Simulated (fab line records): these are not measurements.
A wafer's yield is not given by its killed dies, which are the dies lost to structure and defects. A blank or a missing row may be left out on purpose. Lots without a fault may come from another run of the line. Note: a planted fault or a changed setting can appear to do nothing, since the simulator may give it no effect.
Matching of chambers || flow n5Finfet || N5_GATE_CUT_CMP_43 on cmp-03 has 4 sister chambers
The step polishes SiO2. 8 wafers are shown with their chamber, then 9 later ones without.

WAFERS, EACH WITH ITS CHAMBER
{"wafer": "L085.2", "chamber": 0, "motorCurrentA (A)": 11.2}
{"wafer": "L087.5", "chamber": 1, "motorCurrentA (A)": 11.4}
{"wafer": "L091.1", "chamber": 0, "motorCurrentA (A)": 11.4}
{"wafer": "L091.2", "chamber": 3, "motorCurrentA (A)": 12.7}
{"wafer": "L091.4", "chamber": 1, "motorCurrentA (A)": 11.0}
{"wafer": "L092.1", "chamber": 3, "motorCurrentA (A)": 12.0}
{"wafer": "L092.4", "chamber": 2, "motorCurrentA (A)": 10.2}
{"wafer": "L092.6", "chamber": 2, "motorCurrentA (A)": 9.9}

WAFERS WHOSE CHAMBER IS MISSING
{"wafer": "L093.1", "motorCurrentA (A)": 12.1}
{"wafer": "L093.5", "motorCurrentA (A)": 11.6}
{"wafer": "L093.6", "motorCurrentA (A)": 11.2}
{"wafer": "L094.2", "motorCurrentA (A)": 11.6}
{"wafer": "L094.3", "motorCurrentA (A)": 12.1}
{"wafer": "L094.4", "motorCurrentA (A)": 9.5}
{"wafer": "L097.1", "motorCurrentA (A)": 12.2}
{"wafer": "L097.2", "motorCurrentA (A)": 12.0}
{"wafer": "L097.4", "motorCurrentA (A)": 10.8}

CHAMBER TAKEN BY EACH
{"wafer": "L093.1", "from the rows above": "can't be placed: 3 or 0", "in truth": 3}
{"wafer": "L093.5", "from the rows above": "can't be placed: 0 or 1 or 3", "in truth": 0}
{"wafer": "L093.6", "from the rows above": "can't be placed: 1 or 0", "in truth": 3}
{"wafer": "L094.2", "from the rows above": "can't be placed: 0 or 1 or 3", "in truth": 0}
{"wafer": "L094.3", "from the rows above": "can't be placed: 3 or 0", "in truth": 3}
{"wafer": "L094.4", "from the rows above": 2, "in truth": 2}
{"wafer": "L097.1", "from the rows above": 3, "in truth": 3}
{"wafer": "L097.2", "from the rows above": "can't be placed: 3 or 0 or 1", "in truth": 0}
{"wafer": "L097.4", "from the rows above": "can't be placed: 1 or 0 or 2", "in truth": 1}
Correctly placed: 2 of 9. Cannot be placed on the basis of these rows: 7; the candidates contain the true chamber in 6. Wrongly placed: 0.
How it was worked out, from the rows above alone: a wafer's distance from a chamber is the root of the sum, over the readings, of the square of ((its reading less the chamber's mean) divided by the reading's scatter). The wafer belongs to the nearest chamber; if the next one is less than 2 further off, it can't be placed. The mean given for a chamber averages the wafers shown for that chamber. The scatter: take each reading less its chamber's mean, square it, sum over the shown wafers, divide by the number of wafers less the number of chambers, and take the root.
